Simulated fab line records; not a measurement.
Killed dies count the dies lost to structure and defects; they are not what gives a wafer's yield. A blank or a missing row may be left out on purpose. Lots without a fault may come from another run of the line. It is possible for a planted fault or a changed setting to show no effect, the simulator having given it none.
The tool behind it: which one? -- flow n5_finfet -- 11 lots, 31 wafers sampled, at 1 step of a route of 1938

## WHAT THE GAUGES SHOWED, per wafer
N5_BEOL_M6_OVL_MEAS_12. Usual: M6_OVL gives 0.1 nm (standard deviation 0.7).
lot,measured,on,M6_OVL (nm),flag
L324,day 12 22:41,overlay-02,0.5 -0.5 -0.9,
L325,day 13 04:32,overlay-01,-0.3 -0.4 -0.7,
L330,day 14 10:19,overlay-01,0.0 -0.8,
L333,day 14 14:13,overlay-02,-0.4 -0.2,
L335,day 14 19:07,overlay-02,1.2 0.5 0.0,
L339,day 16 00:15,overlay-01,0.0 -0.4 -0.5,
L337,day 16 10:55,overlay-02,0.0 0.8 0.9,
L342,day 16 15:11,overlay-01,-0.5 0.4 0.3,
L344,day 17 18:01,overlay-01,0.4 1.1 0.1,
L345,day 17 18:11,overlay-02,-0.6 -0.4 0.8,
L347,day 18 10:11,overlay-01,0.4 -0.3 0.3,

## WHICH TOOL RAN EACH LOT (tool, then ch and the chambers of the sampled wafers, then the start)
The record shows no process step preceding these readings.

## WHAT THE TOOLS THEMSELVES READ (means of the sampled wafers that have a number; where no wafer has one, the mark that the record gives instead)
The record holds no such reading with a usual standard deviation.

## THE ANSWER, worked out from the rows above alone
Rule: a lot is off if the mean of its wafers that have a number lies more than 3 standard deviations from the usual mean. Also off: a lot with no number at a reading for which 4 or more lots have one. Where the step has rows for the other lots, those lots are counted as sound. Order of review: gauges by route order, followed by the tools' own readings, for which a lot's mean as printed above is used. The first step at which some lot is off is used, and at that step the reading that is off furthest; a lot without a number counts as furthest.
Nothing can be told from this: no lot is off at any reading shown.

## WHAT THE SIMULATOR HAD PUT IN
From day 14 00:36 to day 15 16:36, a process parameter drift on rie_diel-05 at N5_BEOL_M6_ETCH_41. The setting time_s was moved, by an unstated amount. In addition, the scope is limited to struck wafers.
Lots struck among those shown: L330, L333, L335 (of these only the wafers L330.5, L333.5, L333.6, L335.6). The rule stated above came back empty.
